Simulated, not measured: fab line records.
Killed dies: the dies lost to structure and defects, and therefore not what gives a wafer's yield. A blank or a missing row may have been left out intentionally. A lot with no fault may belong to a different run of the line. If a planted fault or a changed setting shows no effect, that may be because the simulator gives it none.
fab line records	flow n5_finfet
[record] lots = 9	wafers = 27	last_day = 18
route steps=1938 shown FIN_SAQP@152 STI_FIN_REVEAL@190 BEOL_M4@1111 PASSIVATION@1936
lots with no fault: from the same line, run without faults
start_h: hours from the record's opening day to when the first of the lot's shown wafers began	wait_h: hours from the lot's prior step to this one	" same as the row above	L1.1+2: one row covering several wafers at once	- no value, or no start given	* or withheld: withheld	< > ~ a bound
route shown NAME@n: NAME is a module with steps in the file, n the number in the route of the first one	usual: the fault-free wafers' mean and standard deviation	same: alike in all rows	chamber/n: place in a boat	sites: readings site by site	_std_site: standard deviation of those values	_edge_site: mean of outer sites minus mean of inner sites	radius_mm: how far each site lies from the wafer's centre	mask NAME#n: copy n	behind: the last tool/chamber to shape the wafer	hold: cause of the lot's hold/its duration in hours/its outcome	device: which transistor (n, p or np) failed to switch	end of line: the route-end tests of the same wafers	where a step has no rows: the recipe by itself	killed: not the wafer's yield, but the dies lost to structure and defects at the first sort	map: shows each die of a wafer: x if killed, . if not, _ if none is there
set.NAME: setting as actually run; set.NAME@STEP: the setting as run at that earlier step	model.NAME: the simulator's own value behind a step, which no gauge read
route steps across a sampled set of lots; one table per step, one row per wafer
services: from which hour (start_h, from the record's first day; less than 0 if before it) a tool's chamber was out of use, for how many hours, and why
[[steps]]
[step N5_FIN_SAQP_OCD_MEAS_76]
[usual] trench_depth_nm = 119.8/1.5
lot.wafer	tool	chamber	start_h	wait_h	trench_depth_nm
L255.1	ocd-02	-	28.86	0.0	116.9
L255.2	"	-	"	"	119.4
L255.3	"	-	"	"	120.9
L256.1	ocd-01	-	32.56	0.0	120.3
L256.4	"	-	"	"	120.6
L256.5	"	-	"	"	122.3
L258.2	ocd-01	-	44.49	0.0	119.0
L258.3	"	-	"	"	119.0
L258.6	"	-	"	"	122.0
L266.1	ocd-02	-	100.74	0.0	119.8
L266.2	"	-	"	"	115.4
L266.6	"	-	"	"	116.8
L267.1	ocd-01	-	104.72	0.0	118.0
L267.4	"	-	"	"	118.9
L267.5	"	-	"	"	118.6
L269.1	ocd-01	-	110.42	0.0	116.9
L269.2	"	-	"	"	119.5
L269.5	"	-	"	"	120.5
L271.1	ocd-02	-	122.34	0.0	121.1
L271.4	"	-	"	"	121.6
L271.5	"	-	"	"	122.6
L273.1	ocd-01	-	134.16	0.0	120.7
L273.3	"	-	"	"	121.1
L273.5	"	-	"	"	119.8
L277.1	ocd-01	-	157.76	0.0	119.8
L277.2	"	-	"	"	120.9
L277.3	"	-	"	"	118.8
[step N5_STI_FIN_REVEAL_ETCHBACK_08]
[recipe] chemistry = C4F6/O2	target = SiO2	target_depth_a = 305	time_s = 10.167	ion_energy_ev = 250	pressure_mtorr = 30	source_w = 345	bias_w = 185	Ar_flow_sccm = 300	C4F6_flow_sccm = 10	O2_flow_sccm = 10
[usual] O2_flow_sccm = 9.995/0.029	drypump_motor_current_A = 5.9/0.36	oes_o_777_au = 0.80/0.079	oes_product_au = 0.80/0.086	rf_vpp_V = 668/4.9	showerhead_plenum_p_Torr = 2.87/0.13	throttle_valve_pct = 21.09/0.19
lot.wafer	tool	chamber	start_h	wait_h	O2_flow_sccm	drypump_motor_current_A	oes_o_777_au	oes_product_au	rf_hours_counter_h	rf_vpp_V	showerhead_plenum_p_Torr	throttle_valve_pct
L255.1	rie_diel-05	0	36.07	0.2	9.974	5.5	0.81	0.80	114	674	2.97	20.87
L255.2	"	1	"	"	9.980	5.4	0.80	0.80	89	666	2.66	21.28
L255.3	"	2	"	"	10.027	5.8	0.71	0.69	228	664	2.71	21.42
L256.1	rie_diel-04	1	40.63	0.4	9.989	6.1	0.77	0.76	160	658	2.73	20.92
L256.4	"	3	"	"	10.008	6.0	0.78	0.77	-	671	2.83	20.91
L256.5	"	2	"	"	10.011	6.1	0.96	0.98	-	667	2.80	21.28
L258.2	rie_diel-05	2	52.24	0.2	9.994	5.8	0.70	0.68	235	664	2.71	21.41
L258.3	"	1	"	"	9.967	5.4	0.78	0.80	95	667	2.65	21.27
L258.6	"	1	"	"	10.000	5.4	0.78	0.80	-	665	2.65	21.26
L266.1	rie_diel-04	0	108.03	0.2	9.942	6.4	0.94	0.93	19	666	3.02	20.86
L266.2	"	3	"	"	9.975	6.1	0.75	0.76	175	670	2.82	20.96
L266.6	"	1	"	"	9.979	6.1	0.75	0.73	-	657	2.72	20.97
L267.1	rie_diel-05	1	112.25	0.2	9.971	5.4	0.76	0.77	115	666	2.65	21.29
L267.4	"	0	"	"	9.979	5.5	0.79	0.77	-	673	2.96	20.91
L267.5	"	3	"	"	9.966	6.3	0.73	0.72	-	665	2.93	21.34
L269.1	rie_diel-04	2	117.55	0.2	9.997	6.1	0.88	0.89	35	667	2.79	21.32
L269.2	"	3	"	"	9.970	6.0	0.74	0.74	178	672	2.82	20.99
L269.5	"	0	"	"	10.004	6.4	0.93	0.93	-	665	3.02	20.88
L271.1	rie_diel-04	2	129.45	0.2	10.007	6.1	0.86	0.88	39	666	2.78	21.30
L271.4	"	0	"	"	9.975	6.4	0.92	0.91	27	665	3.02	20.87
L271.5	"	1	"	"	9.983	6.1	0.74	0.72	-	656	2.71	20.97
L273.1	rie_diel-02	0	141.64	0.2	9.917	5.3	0.87	0.88	25	666	3.02	20.88
L273.3	"	1	"	"	9.965	5.5	0.82	0.83	69	674	3.01	21.12
L273.5	"	2	"	"	9.979	6.4	0.69	0.69	-	674	2.80	21.27
L277.1	rie_diel-05	3	165.31	0.3	10.030	6.3	0.72	0.70	234	663	2.92	21.34
L277.2	"	0	"	"	9.974	5.6	0.77	0.75	160	673	2.95	20.94
L277.3	"	1	"	"	10.000	5.4	0.74	0.76	133	665	2.64	21.31
[step N5_STI_FIN_REVEAL_OXIDATION_31]
[recipe] chemistry = O2_PLASMA_REMOTE	temp_c = 150	time_s = 20	pressure_mtorr = 1000	source_power_w = 2000	o2_flow_sccm = 3000
[usual] drypump_motor_current_A = 5.34/0.27	heater_power_w = 150/6.9
lot.wafer	tool	chamber	start_h	wait_h	drypump_motor_current_A	heater_power_w	rf_hours_counter_h
L255.1	plasma_asher-01	0	38.49	0.1	5.01	140	77
L255.2	"	1	"	"	5.64	160	77
L255.3	"	0	"	"	5.03	141	-
L256.1	plasma_asher-01	0	43.18	0.2	4.99	141	80
L256.4	"	0	"	"	4.99	143	-
L256.5	"	0	"	"	4.98	140	-
L258.2	plasma_asher-02	1	54.64	0.0	5.52	155	29
L258.3	"	1	"	"	5.50	155	-
L258.6	"	0	"	"	5.23	148	-
L266.1	plasma_asher-02	0	110.50	0.1	5.22	146	41
L266.2	"	1	"	"	5.52	158	41
L266.6	"	0	"	"	5.22	150	-
L267.1	plasma_asher-02	0	114.66	0.0	5.25	143	42
L267.4	"	1	"	"	5.51	153	-
L267.5	"	1	"	"	5.51	158	-
L269.1	plasma_asher-01	1	119.95	0.0	5.63	157	95
L269.2	"	0	"	"	5.01	144	95
L269.5	"	1	"	"	5.67	156	-
L271.1	plasma_asher-01	0	131.85	0.0	5.02	144	97
L271.4	"	1	"	"	5.67	160	-
L271.5	"	1	"	"	5.63	156	-
L273.1	plasma_asher-01	0	144.33	0.0	5.01	146	99
L273.3	"	1	"	"	5.65	161	-
L273.5	"	0	"	"	5.00	139	-
L277.1	plasma_asher-01	0	167.71	0.0	5.01	143	104
L277.2	"	1	"	"	5.65	155	104
L277.3	"	0	"	"	5.01	143	-
[step N5_STI_FIN_REVEAL_CD_MEAS_22]
[recipe] target_cd_nm = 6.238	pitch_nm = 28	polarity = line
[usual] cd_nm = 6.22/0.23
lot.wafer	tool	chamber	start_h	wait_h	cd_nm
L255.1	cd_sem-03	-	39.08	0.0	6.27
L255.2	"	-	"	"	6.34
L255.3	"	-	"	"	6.14
L256.1	cd_sem-03	-	43.69	0.0	6.14
L256.4	"	-	"	"	6.00
L256.5	"	-	"	"	6.10
L258.2	cd_sem-03	-	55.16	0.0	6.31
L258.3	"	-	"	"	6.34
L258.6	"	-	"	"	6.27
L266.1	cd_sem-02	-	111.02	0.0	6.18
L266.2	"	-	"	"	6.13
L266.6	"	-	"	"	5.91
L267.1	cd_sem-01	-	115.19	0.0	6.29
L267.4	"	-	"	"	6.26
L267.5	"	-	"	"	5.85
L269.1	cd_sem-03	-	120.47	0.0	6.67
L269.2	"	-	"	"	6.49
L269.5	"	-	"	"	6.21
L271.1	cd_sem-01	-	132.37	0.0	5.74
L271.4	"	-	"	"	6.36
L271.5	"	-	"	"	5.76
L273.1	cd_sem-02	-	144.85	0.0	6.17
L273.3	"	-	"	"	6.30
L273.5	"	-	"	"	5.72
L277.1	cd_sem-02	-	168.23	0.0	6.43
L277.2	"	-	"	"	6.36
L277.3	"	-	"	"	6.40
[step N5_STI_FIN_REVEAL_INSPECT_13]
[recipe] inspect_instrument = darkfield	mode = post_clean
[usual] raw_defect_count = 12/4.6
lot.wafer	tool	chamber	start_h	wait_h	raw_defect_count
L255.1	defect_inspect-02	-	39.20	0.0	12
L255.2	"	-	"	"	16
L255.3	"	-	"	"	12
L256.1	defect_inspect-02	-	43.82	0.0	17
L256.4	"	-	"	"	15
L256.5	"	-	"	"	9
L258.2	defect_inspect-02	-	55.28	0.0	4
L258.3	"	-	"	"	9
L258.6	"	-	"	"	5
L266.1	defect_inspect-02	-	111.14	0.0	538
L266.2	"	-	"	"	11
L266.6	"	-	"	"	496
L267.1	defect_inspect-01	-	115.30	0.0	537
L267.4	"	-	"	"	19
L267.5	"	-	"	"	10
L269.1	defect_inspect-02	-	120.59	0.0	5
L269.2	"	-	"	"	5
L269.5	"	-	"	"	7
L271.1	defect_inspect-02	-	132.50	0.0	16
L271.4	"	-	"	"	13
L271.5	"	-	"	"	12
L273.1	defect_inspect-01	-	144.96	0.0	10
L273.3	"	-	"	"	11
L273.5	"	-	"	"	10
L277.1	defect_inspect-02	-	168.34	0.0	9
L277.2	"	-	"	"	19
L277.3	"	-	"	"	10
[step N5_BEOL_M4_RC_MEAS_101]
[usual] DIBL_N = 35.9/1.3	DIBL_P = 35.9/1.5	IOFF_N = 0.152/0.023	IOFF_P = 0.204/0.027	ION_N = 673/9.2	ION_P = 462/6.7	SS_N = 71.4/0.48	SS_P = 73.2/0.55	VT_N = 250.3/2.6	VT_P = -250.6/3
lot.wafer	tool	chamber	start_h	wait_h	DIBL_N[mV/V]	DIBL_P[mV/V]	IOFF_N[nA/um]	IOFF_P[nA/um]	ION_N[uA/um]	ION_P[uA/um]	SS_N[mV/dec]	SS_P[mV/dec]	VT_N[mV]	VT_P[mV]
L255.1	prober-02	0	180.88	0.0	35.2	35.1	0.120	0.163	662	455	70.9	72.3	255.4	-253.8
L255.2	"	0	"	"	37.0	38.1	0.155	0.207	671	468	71.2	72.6	251.9	-251.8
L255.3	"	0	"	"	37.2	37.3	0.149	0.193	659	450	71.6	73.2	250.1	-251.3
L256.1	prober-01	0	186.74	0.0	35.9	36.2	0.177	0.208	682	458	71.3	73.9	246.9	-250.4
L256.4	"	0	"	"	35.3	35.8	0.163	0.198	679	459	71.8	73.7	248.9	-251.5
L256.5	"	0	"	"	34.9	36.1	0.159	0.204	676	464	70.8	73.1	248.7	-252.7
L258.2	prober-02	0	210.39	0.2	36.5	37.3	0.167	0.198	677	461	70.8	74.3	249.8	-253.7
L258.3	"	0	"	"	35.0	36.3	0.150	0.182	679	452	71.0	73.0	252.0	-254.3
L258.6	"	0	"	"	36.1	37.1	0.163	0.197	680	462	71.5	73.2	248.3	-251.2
L267.1	prober-01	0	249.16	0.0	34.3	33.5	0.154	0.211	683	472	71.5	72.7	248.0	-249.9
L267.4	"	0	"	"	35.1	33.7	0.163	0.210	681	463	71.7	73.3	248.1	-249.2
L267.5	"	0	"	"	34.8	34.6	0.161	0.225	679	470	71.2	74.5	249.0	-248.3
L266.1	prober-01	0	266.27	0.0	35.2	36.2	0.158	0.216	679	469	71.9	72.9	250.1	-248.2
L266.2	"	0	"	"	32.5	33.7	0.120	0.180	670	462	70.6	72.4	252.9	-250.1
L266.6	"	0	"	"	35.8	36.4	0.160	0.222	671	462	71.1	73.5	251.2	-248.6
L269.1	prober-01	0	271.93	0.0	33.9	35.3	0.152	0.208	688	474	71.3	72.8	248.7	-248.8
L269.2	"	0	"	"	34.1	36.2	0.156	0.231	682	474	71.0	73.3	250.0	-245.6
L269.5	"	0	"	"	33.2	34.6	0.136	0.201	681	471	70.4	72.7	250.0	-249.4
L271.1	prober-02	0	276.64	0.0	33.7	32.6	0.112	0.168	658	463	71.3	72.2	254.1	-251.2
L271.4	"	0	"	"	37.4	37.8	0.179	0.235	677	469	71.4	74.2	249.8	-248.6
L271.5	"	0	"	"	35.2	34.0	0.140	0.181	664	458	71.7	72.9	250.1	-250.5
L273.1	prober-02	0	302.23	0.0	34.5	36.0	0.143	0.198	681	470	71.5	73.3	252.2	-248.9
L273.3	"	0	"	"	33.8	35.6	0.137	0.187	665	466	71.2	73.1	253.1	-253.0
L273.5	"	0	"	"	35.7	37.6	0.164	0.223	681	467	71.5	73.5	249.4	-251.9
L277.1	prober-01	0	331.94	0.0	41.0	40.4	0.248	0.306	686	469	72.2	74.8	245.1	-245.4
L277.2	"	0	"	"	37.6	35.8	0.157	0.216	667	459	72.2	73.7	251.9	-252.3
L277.3	"	0	"	"	38.4	36.5	0.177	0.238	669	455	71.4	74.4	249.1	-249.1
[step N5_PASSIVATION_PROBE_49]
[usual] defect_limited_yield = 91.0/1.5	killed_at_M0_to_M3 = 37/12	killed_at_M4_up = 13/5	killed_at_contacts = 13/6.1	killed_at_front_end = 39/11	killed_at_other = 4/3.2	killed_dies = 106/17	killed_open = 69/12	killed_short = 35/7.9	sort_bin_4_leakage = 0.00/0.007	sort_bin_5_function = 5.3/1	sort_bin_6_memory = 3.3/0.68	sort_n_pass = 1074/17	sort_yield_pct = 91.0/1.5
[same] gross_dies = 1180	killed_at_back_side = 0	sort_bin_8_speed[%] = 0
lot.wafer	tool	chamber	start_h	wait_h	defect_limited_yield[%]	killed_at_M0_to_M3	killed_at_M4_up	killed_at_contacts	killed_at_front_end	killed_at_other	killed_dies	killed_open	killed_short	sort_bin_4_leakage[%]	sort_bin_5_function[%]	sort_bin_6_memory[%]	sort_n_pass	sort_yield_pct[%]
L267.1	prober-02	-	361.69	0.1	79.7	41	8	12	172	6	239	74	38	0	12.1	6.1	941	79.7
L267.4	prober-02	-	361.84	0.3	91.2	26	18	11	48	1	104	82	22	0	5.8	2.9	1076	91.2
L267.5	prober-02	-	361.89	0.3	88.9	45	19	22	39	6	131	84	45	0	6.8	3.9	1049	88.9
L266.1	prober-01	-	374.41	0.0	80.3	48	8	10	161	5	232	74	34	0	12.7	4.8	948	80.3
L266.2	prober-01	-	374.46	0.1	90.4	46	11	18	29	9	113	78	34	0	5.9	3.5	1067	90.4
L266.6	prober-01	-	374.66	0.3	79.8	39	20	11	157	11	238	74	42	0	12.7	4.9	942	79.8
// killed by level:class
L267.1 STI_FIN_REVEAL:unspecified=127 BEOL_M3:geometric_particle:open=13 STI_FIN_REVEAL:geometric_particle:open=11 FIN_SAQP:geometric_particle:short=10 MOL_CONTACT_COAG:geometric_particle:open=10 FIN_SAQP:geometric_particle:open=8 BEOL_M2:geometric_particle:open=6 BEOL_M0_SAQP:geometric_particle:short=5
L267.4 FIN_SAQP:geometric_particle:open=16 STI_FIN_REVEAL:geometric_particle:open=13 MOL_CONTACT_COAG:geometric_particle:open=11 BEOL_M4:geometric_particle:open=7 BEOL_M1:geometric_particle:open=6 BEOL_M3:geometric_particle:open=5 ILD0:geometric_particle:short=3 GATE_CUT:geometric_particle:open=3
L267.5 MOL_CONTACT_COAG:geometric_particle:open=13 BEOL_M3:geometric_particle:open=11 BEOL_M4:geometric_particle:open=10 MOL_CONTACT_COAG:geometric_particle:short=9 BEOL_M1:geometric_particle:open=9 FIN_SAQP:geometric_particle:open=7 GATE_CUT:geometric_particle:short=5 GATE_CUT:geometric_particle:open=5
L266.1 STI_FIN_REVEAL:unspecified=123 FIN_SAQP:geometric_particle:open=16 BEOL_M1:geometric_particle:open=16 FIN_SAQP:geometric_particle:short=11 MOL_CONTACT_COAG:geometric_particle:open=10 BEOL_M0_SAQP:geometric_particle:short=10 BEOL_M0_SAQP:geometric_particle:open=9 BEOL_M3:geometric_particle:open=7
L266.2 MOL_CONTACT_COAG:geometric_particle:open=15 BEOL_M3:geometric_particle:open=13 BEOL_M0_SAQP:geometric_particle:short=11 BEOL_M0_SAQP:geometric_particle:open=9 BEOL_M4:geometric_particle:open=8 STI_FIN_REVEAL:geometric_particle:open=4 GATE_CUT:geometric_particle:short=4 GATE_CUT:geometric_particle:open=4
L266.6 STI_FIN_REVEAL:unspecified=121 BEOL_M0_SAQP:geometric_particle:short=11 BEOL_M0_SAQP:geometric_particle:open=10 MOL_CONTACT_COAG:geometric_particle:open=9 BEOL_M4:geometric_particle:open=8 STI_FIN_REVEAL:geometric_particle:open=7 FIN_SAQP:geometric_particle:open=6 BEOL_M1:geometric_particle:open=5
[[services]]
tool	chamber	start_h	hours	kind
plasma_asher-01	-	22.92	0.9	repair
rie_diel-02	2	26.16	26.8	repair
rie_diel-05	3	33.07	9.2	repair
rie_diel-04	0	35.14	-	clean
rie_diel-04	0	35.14	-	consumable_replace:focus_ring
rie_diel-04	0	35.14	-	consumable_replace:showerhead
rie_diel-04	0	35.14	17.0	scheduled_down
rie_diel-04	0	35.14	17.0	vent_cycle
plasma_asher-02	-	35.36	14.6	pm
rie_diel-02	0	52.92	-	clean
rie_diel-02	0	52.92	-	consumable_replace:focus_ring
rie_diel-02	0	52.92	-	consumable_replace:showerhead
rie_diel-02	0	52.92	17.0	scheduled_down
rie_diel-02	0	52.92	17.0	vent_cycle
rie_diel-05	2	60.80	8.2	repair
plasma_asher-01	-	66.22	1.2	repair
rie_diel-02	-	85.35	0.4	repair
rie_diel-05	2	108.52	-	clean
rie_diel-05	2	108.52	-	consumable_replace:focus_ring
rie_diel-05	2	108.52	-	consumable_replace:showerhead
rie_diel-05	2	108.52	29.3	scheduled_down
rie_diel-05	2	108.52	29.3	vent_cycle
rie_diel-02	2	113.74	6.6	repair
[[key]]
[first_sign] step = N5_STI_FIN_REVEAL_INSPECT_13	reading = raw_defect_count	direction = up	sigmas = 99+	usual = 12	struck = 524
[effect] step = N5_PASSIVATION_PROBE_49	reading = killed_at_front_end	direction = up	sigmas = 11	usual = 39	struck = 163
[more_kills_born_at] N5_STI_FIN_REVEAL_OXIDATION_31@plasma_asher-02 = 371
met_at N5_STI_FIN_REVEAL_OXIDATION_31
struck_lots L266,L267
struck_wafers L266.1,L266.6,L267.1
not_acting_at N5_FIN_SAQP_OCD_MEAS_76,N5_STI_FIN_REVEAL_ETCHBACK_08,N5_STI_FIN_REVEAL_CD_MEAS_22
onset_between 54.64 110.50
[fault] kind = chamber_particle_source	tool = plasma_asher-02	chamber = 0	onset_h = 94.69	steps = N5_STI_FIN_REVEAL_OXIDATION_31	rate_per_visit_cm2 = 0.78261	end_h = 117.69
